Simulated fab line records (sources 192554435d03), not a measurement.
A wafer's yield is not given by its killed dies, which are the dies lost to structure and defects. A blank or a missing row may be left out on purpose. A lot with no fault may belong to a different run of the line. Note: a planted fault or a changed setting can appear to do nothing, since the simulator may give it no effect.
Which tool was responsible?    flow n5Finfet    Sampling: 24 lots, 72 wafers, 6 of 1938 route steps

== WHAT THE GAUGES SHOWED, per wafer ==
N5_BEOL_M7_CD_MEAS_11: the cd target is 38.5 nm.
lot   measured      on        cdNm (nm)
L074  day 8 14:56   cdSem-01  37.9 37.9 38.1
L076  day 9 03:17   cdSem-03  38.7 38.5 38.7
L075  day 9 05:59   cdSem-01  38.0 38.4 37.4
L077  day 9 08:41   cdSem-02  38.3 38.4 39.8
L078  day 9 18:59   cdSem-01  38.5 38.2 38.3
L079  day 10 03:18  cdSem-01  38.2 38.4 38.4
L081  day 10 08:07  cdSem-02  39.1 39.4 39.3
L080  day 10 12:25  cdSem-02  39.1 38.7 38.5
L082  day 10 19:22  cdSem-03  38.3 39.4 38.8
L083  day 11 06:01  cdSem-01  38.7 37.9 38.8
L084  day 11 06:33  cdSem-01  39.3 38.6 38.2
L086  day 11 21:47  cdSem-02  38.2 39.1 38.3
L088  day 12 02:36  cdSem-01  37.6 38.7 37.7
L085  day 12 02:43  cdSem-03  38.0 38.4 37.9
L087  day 12 08:32  cdSem-01  38.6 38.4 39.3
L089  day 12 12:35  cdSem-02  39.8 38.3 38.4
L091  day 13 05:34  cdSem-01  38.3 38.0 37.9
L093  day 13 15:33  cdSem-01  38.5 38.4 37.7
L090  day 13 15:43  cdSem-02  38.5 38.5 38.0
L092  day 14 02:04  cdSem-01  39.5 38.8 38.7
L094  day 14 11:08  cdSem-03  38.7 39.2 37.9
L095  day 14 12:33  cdSem-02  38.9 37.9 38.7
L096  day 14 14:40  cdSem-02  39.0 38.8 39.0
L097  day 14 22:05  cdSem-01  38.7 38.1 38.5

N5_BEOL_M7_CD_MEAS_28: the cd target is 40 nm.
lot   measured      on        cdNm (nm)
L074  day 8 16:49   cdSem-02  39.87 40.09 39.87
L076  day 9 04:59   cdSem-03  39.95 39.89 39.95
L075  day 9 07:04   cdSem-02  39.95 39.53 39.82
L077  day 9 11:08   cdSem-03  39.77 40.03 39.52
L078  day 9 19:51   cdSem-01  39.99 40.14 40.43
L079  day 10 06:50  cdSem-01  39.50 39.94 40.18
L081  day 10 09:04  cdSem-01  40.27 40.33 39.86
L080  day 10 14:59  cdSem-03  40.24 39.52 39.63
L082  day 10 21:42  cdSem-02  39.78 40.23 39.89
L083  day 11 06:58  cdSem-03  40.07 39.96 40.10
L084  day 11 09:20  cdSem-03  39.48 39.78 39.41
L086  day 11 22:42  cdSem-03  40.26 40.08 40.37
L088  day 12 04:53  cdSem-02  40.02 40.03 40.07
L085  day 12 04:50  cdSem-03  39.38 39.81 40.08
L087  day 12 09:37  cdSem-02  39.93 39.87 39.93
L089  day 12 13:48  cdSem-02  39.58 39.83 39.72
L091  day 13 07:33  cdSem-01  39.98 40.14 39.52
L093  day 13 17:23  cdSem-03  39.74 40.00 39.91
L090  day 13 17:14  cdSem-03  39.61 39.70 39.68
L092  day 14 04:30  cdSem-02  39.87 39.70 39.88
L094  day 14 12:58  cdSem-01  40.02 39.95 40.23
L095  day 14 13:37  cdSem-02  39.77 39.77 39.65
L096  day 14 17:20  cdSem-03  39.89 39.72 39.99
L097  day 15 01:20  cdSem-01  39.29 39.60 39.69

N5_BEOL_M7_OVL_MEAS_29.
lot   measured      on          V6_OVL (nm)
L074  day 8 16:51   overlay-02  -0.8 -0.6 -0.6
L076  day 9 05:01   overlay-01  0.1 -0.3 -1.0
L075  day 9 07:07   overlay-01  0.5 -1.2 -0.4
L077  day 9 11:10   overlay-01  -0.4 -0.3 -0.5
L078  day 9 19:53   overlay-02  1.3 -0.5 0.1
L079  day 10 06:52  overlay-01  0.3 0.4 -0.9
L081  day 10 09:05  overlay-02  -0.4 -0.7 0.4
L080  day 10 15:01  overlay-01  -0.2 0.2 -0.1
L082  day 10 21:44  overlay-01  -0.6 -0.2 0.3
L083  day 11 07:00  overlay-02  -1.0 0.0 -0.6
L084  day 11 09:22  overlay-02  -0.6 0.4 -0.1
L086  day 11 22:44  overlay-01  0.6 0.6 0.4
L088  day 12 04:55  overlay-02  -0.8 -1.1 -0.1
L085  day 12 04:52  overlay-01  -0.3 0.1 -0.6
L087  day 12 09:39  overlay-02  -1.2 0.4 -0.7
L089  day 12 13:50  overlay-01  -0.7 0.1 1.1
L091  day 13 07:35  overlay-02  -0.7 -0.4 -0.7
L093  day 13 17:25  overlay-01  -0.2 -0.3 -0.5
L090  day 13 17:16  overlay-01  1.6 0.1 -0.2
L092  day 14 04:32  overlay-02  0.2 -0.3 0.1
L094  day 14 12:59  overlay-02  0.5 0.3 0.5
L095  day 14 13:40  overlay-02  0.8 -0.9 -0.2
L096  day 14 17:22  overlay-02  0.0 0.2 -0.1
L097  day 15 01:22  overlay-01  0.1 -0.4 -0.1

== WHICH TOOL RAN EACH LOT (tool, then ch and the chambers of the sampled wafers, then the start) ==
lot   N5_BEOL_M6_TRENCH_ETCH_37                     N5_BEOL_M7_CURE_74            N5_BEOL_M7_STRIP_67
L074  rieDiel-02 ch 0,2, day 8 13:33 or earlier     uvCure-03 ch 1, day 8 13:33   rieDiel-06 ch 0,1, day 8 15:23
L076  rieDiel-02 ch 2,3, day 9 02:19 or earlier     uvCure-02 ch 0, day 9 02:19   rieDiel-01 ch 1,2,3, day 9 03:40
L075  rieDiel-05 ch 1,2, day 9 04:23 or earlier     uvCure-02 ch 1, day 9 04:23   rieDiel-03 ch 0,1, day 9 06:20
L077  rieDiel-04 ch 2,3, day 9 07:29 or earlier     uvCure-03 ch 1, day 9 07:29   rieDiel-01 ch 0,1,3, day 9 10:24
L078  rieDiel-02 ch 1,2,3, day 9 15:44 or earlier   uvCure-02 ch 2, day 9 15:44   rieDiel-01 ch 0,1, day 9 19:19
L079  rieDiel-05 ch 1,2, day 10 00:50 or earlier    uvCure-01 ch 2, day 10 00:50  rieDiel-03 ch 0,1,2, day 10 03:37
L081  rieDiel-04 ch 0,2, day 10 04:31 or earlier    uvCure-02 ch 2, day 10 04:31  rieDiel-03 ch 0,2,3, day 10 08:26
L080  rieDiel-02 ch 0,1,3, day 10 11:04 or earlier  uvCure-02 ch 2, day 10 11:04  rieDiel-03 ch 0,2,3, day 10 12:44
L082  rieDiel-04 ch 0,3, day 10 16:55 or earlier    uvCure-01 ch 1, day 10 16:55  rieDiel-06 ch 0,2, day 10 19:41
L083  rieDiel-04 ch 0,1, day 11 01:21 or earlier    uvCure-03 ch 2, day 11 01:21  rieDiel-01 ch 0,2,3, day 11 06:21
L084  rieDiel-05 ch 0,2, day 11 03:07 or earlier    uvCure-03 ch 2, day 11 03:07  rieDiel-03 ch 2,3, day 11 06:55
L086  rieDiel-02 ch 0,2,3, day 11 19:04 or earlier  uvCure-02 ch 1, day 11 19:04  rieDiel-01 ch 0,1,3, day 11 22:07
L088  rieDiel-05 ch 1,2,3, day 11 23:55 or earlier  uvCure-02 ch 2, day 11 23:55  rieDiel-03 ch 0,2,3, day 12 02:56
L085  rieDiel-04 ch 1,2,3, day 12 00:46 or earlier  uvCure-03 ch 2, day 12 00:46  rieDiel-01 ch 0,2,3, day 12 03:02
L087  rieDiel-02 ch 0,2,3, day 12 06:13 or earlier  uvCure-02 ch 0, day 12 06:13  rieDiel-03 ch 0,1,3, day 12 08:52
L089  rieDiel-04 ch 0,1,3, day 12 11:29 or earlier  uvCure-02 ch 0, day 12 11:29  rieDiel-03 ch 0,1,2, day 12 13:09
L091  rieDiel-05 ch 1,2,3, day 13 03:34 or earlier  uvCure-03 ch 0, day 13 03:34  rieDiel-01 ch 2,3, day 13 05:53
L093  rieDiel-04 ch 0,1, day 13 13:06 or earlier    uvCure-01 ch 2, day 13 13:06  rieDiel-06 ch 1,2,3, day 13 15:54
L090  rieDiel-04 ch 0,1,2, day 13 14:11 or earlier  uvCure-02 ch 0, day 13 14:11  rieDiel-03 ch 0,2,3, day 13 16:03
L092  rieDiel-04 ch 0,3, day 14 00:22 or earlier    uvCure-01 ch 0, day 14 00:22  rieDiel-01 ch 0,2, day 14 02:24
L094  rieDiel-04 ch 0,2,3, day 14 06:40 or earlier  uvCure-01 ch 1, day 14 06:40  rieDiel-01 ch 0,1,3, day 14 11:27
L095  rieDiel-04 ch 2,3, day 14 11:29 or earlier    uvCure-03 ch 2, day 14 11:29  rieDiel-06 ch 0,2,3, day 14 12:53
L096  rieDiel-04 ch 1,2, day 14 13:21 or earlier    uvCure-01 ch 1, day 14 13:21  rieDiel-03 ch 0,2, day 14 14:59
L097  rieDiel-04 ch 1,2, day 14 20:23 or earlier    uvCure-03 ch 0, day 14 20:23  rieDiel-03 ch 0,1,2, day 14 22:24
- N5_BEOL_M6_TRENCH_ETCH_37: etches SiCOH lowk in C4F6/O2, target depth 94.435 nm, time 31.5 s.
- N5_BEOL_M7_CURE_74: cures SiCOH lowk, time 240 s.
- N5_BEOL_M7_STRIP_67: strips in CF4.

== WHAT THE TOOLS THEMSELVES READ (means of the sampled wafers that have a number; where no wafer has one, the mark that the record gives instead) ==
N5_BEOL_M6_TRENCH_ETCH_37.
lot   tool        chamberPressureMTorr (mTorr)  drypumpMotorCurrentA (A)  oesProductAu (a.u.)  rfVppV (V)  showerheadPlenumPTorr (Torr)  throttleValvePct (%)
L074  rieDiel-02  29.982                        5.8                       0.69                 632         2.78                          21.00
L076  rieDiel-02  30.005                        5.9                       0.68                 637         2.81                          20.99
L075  rieDiel-05  29.992                        5.9                       0.74                 666         2.82                          20.87
L077  rieDiel-04  29.998                        5.5                       0.76                 657         2.80                          20.97
L078  rieDiel-02  30.007                        6.0                       0.75                 654         2.84                          20.79
L079  rieDiel-05  30.025                        5.9                       0.73                 666         2.82                          20.87
L081  rieDiel-04  29.994                        5.5                       0.78                 663         2.93                          20.98
L080  rieDiel-02  29.992                        6.2                       0.74                 653         2.81                          20.73
L082  rieDiel-04  29.981                        5.8                       0.85                 672         2.93                          20.78
L083  rieDiel-04  29.986                        5.5                       0.78                 666         2.97                          20.83
L084  rieDiel-05  29.984                        5.4                       0.76                 650         2.70                          20.65
L086  rieDiel-02  29.994                        6.1                       0.75                 636         2.78                          20.83
L088  rieDiel-05  30.009                        5.7                       0.78                 660         2.77                          20.99
L085  rieDiel-04  29.986                        5.6                       0.84                 659         2.84                          20.71
L087  rieDiel-02  29.980                        6.1                       0.74                 635         2.78                          20.83
L089  rieDiel-04  29.996                        5.7                       0.79                 667         2.90                          20.76
L091  rieDiel-05  30.006                        5.7                       0.77                 660         2.77                          21.01
L093  rieDiel-04  30.001                        5.6                       0.76                 666         2.96                          20.86
L090  rieDiel-04  30.004                        5.5                       0.79                 658         2.89                          20.82
L092  rieDiel-04  30.021                        5.8                       0.82                 671         2.91                          20.83
L094  rieDiel-04  29.982                        5.6                       0.85                 663         2.84                          20.79
L095  rieDiel-04  29.996                        5.8                       0.86                 664         2.78                          20.69
L096  rieDiel-04  30.011                        5.3                       0.93                 650         2.83                          20.70
L097  rieDiel-04  30.011                        5.4                       0.92                 651         2.83                          20.72

N5_BEOL_M7_CURE_74.
lot   tool       lampPowerPct (%)  wafer_temp_C_max
L074  uvCure-03  52.26             387.6
L076  uvCure-02  52.29             386.6
L075  uvCure-02  52.32             386.3
L077  uvCure-03  52.36             387.8
L078  uvCure-02  52.29             387.3
L079  uvCure-01  52.29             386.4
L081  uvCure-02  52.30             387.2
L080  uvCure-02  52.32             387.6
L082  uvCure-01  52.28             386.4
L083  uvCure-03  52.29             387.1
L084  uvCure-03  52.31             387.0
L086  uvCure-02  52.32             385.8
L088  uvCure-02  52.27             387.0
L085  uvCure-03  52.32             387.3
L087  uvCure-02  52.32             386.7
L089  uvCure-02  52.27             386.7
L091  uvCure-03  52.29             386.5
L093  uvCure-01  52.33             386.5
L090  uvCure-02  52.34             387.3
L092  uvCure-01  52.30             386.3
L094  uvCure-01  52.29             386.6
L095  uvCure-03  52.28             387.0
L096  uvCure-01  52.36             386.5
L097  uvCure-03  52.33             386.1

N5_BEOL_M7_STRIP_67.
lot   tool        chamberPressureMTorr (mTorr)  drypumpMotorCurrentA (A)  oesProductAu (a.u.)  rfVppV (V)  showerheadPlenumPTorr (Torr)  throttleValvePct (%)
L074  rieDiel-06  50.02                         6.5                       0.79                 270.5       1.76                          13.35
L076  rieDiel-01  50.03                         5.4                       0.82                 271.7       1.83                          13.71
L075  rieDiel-03  49.98                         6.4                       0.72                 270.7       1.77                          13.92
L077  rieDiel-01  49.97                         5.5                       0.81                 271.4       1.81                          13.82
L078  rieDiel-01  49.98                         5.5                       0.87                 271.4       1.82                          13.63
L079  rieDiel-03  50.03                         6.2                       0.71                 270.2       1.81                          13.96
L081  rieDiel-03  49.97                         5.9                       0.73                 270.8       1.81                          13.72
L080  rieDiel-03  50.09                         5.9                       0.73                 271.5       1.81                          13.73
L082  rieDiel-06  50.01                         6.2                       0.81                 269.0       1.72                          13.41
L083  rieDiel-01  50.02                         5.5                       0.72                 270.8       1.81                          13.91
L084  rieDiel-03  50.01                         6.1                       0.71                 272.1       1.82                          13.77
L086  rieDiel-01  50.00                         5.5                       0.78                 271.9       1.81                          13.86
L088  rieDiel-03  50.00                         5.9                       0.73                 271.5       1.81                          13.75
L085  rieDiel-01  50.01                         5.4                       0.72                 271.8       1.81                          13.92
L087  rieDiel-03  49.96                         6.1                       0.72                 270.9       1.76                          13.73
L089  rieDiel-03  50.00                         6.2                       0.70                 271.2       1.81                          14.00
L091  rieDiel-01  49.99                         5.4                       0.72                 271.8       1.83                          13.88
L093  rieDiel-06  49.99                         6.0                       0.82                 271.1       1.75                          13.47
L090  rieDiel-03  50.02                         5.9                       0.72                 271.0       1.81                          13.76
L092  rieDiel-01  50.02                         5.5                       0.88                 271.5       1.80                          13.56
L094  rieDiel-01  49.98                         5.5                       0.85                 272.2       1.80                          13.70
L095  rieDiel-06  50.03                         6.0                       0.78                 269.3       1.69                          13.48
L096  rieDiel-03  49.94                         6.1                       0.68                 272.5       1.86                          14.04
L097  rieDiel-03  49.98                         6.2                       0.69                 270.2       1.81                          14.03

== THE ANSWER, worked out from the rows above alone ==
Rule: the lots themselves supply what counts as usual. Put in order of their means at a reading, lots are off if they are a third of the lots or fewer, leave a main group of 4 or more, and stand apart from it by a gap of 3 or more times the standard deviation of the main group's means; of several such gaps the widest counts. A main group whose means are all the same, to the digits that the tables above print for the reading, isn't used. Also off: a lot with no number at a reading for which 4 or more lots have one. All remaining lots with rows at the step are treated as sound. Order of review: gauges by route order, followed by the tools' own readings, for which a lot's mean as printed above is used. At the first step where some lot is off, the reading lying furthest off is the one used; lots without a number count as furthest.
No lot is off at any reading shown: from this, nothing can be told.

== WHAT THE SIMULATOR HAD PUT IN ==
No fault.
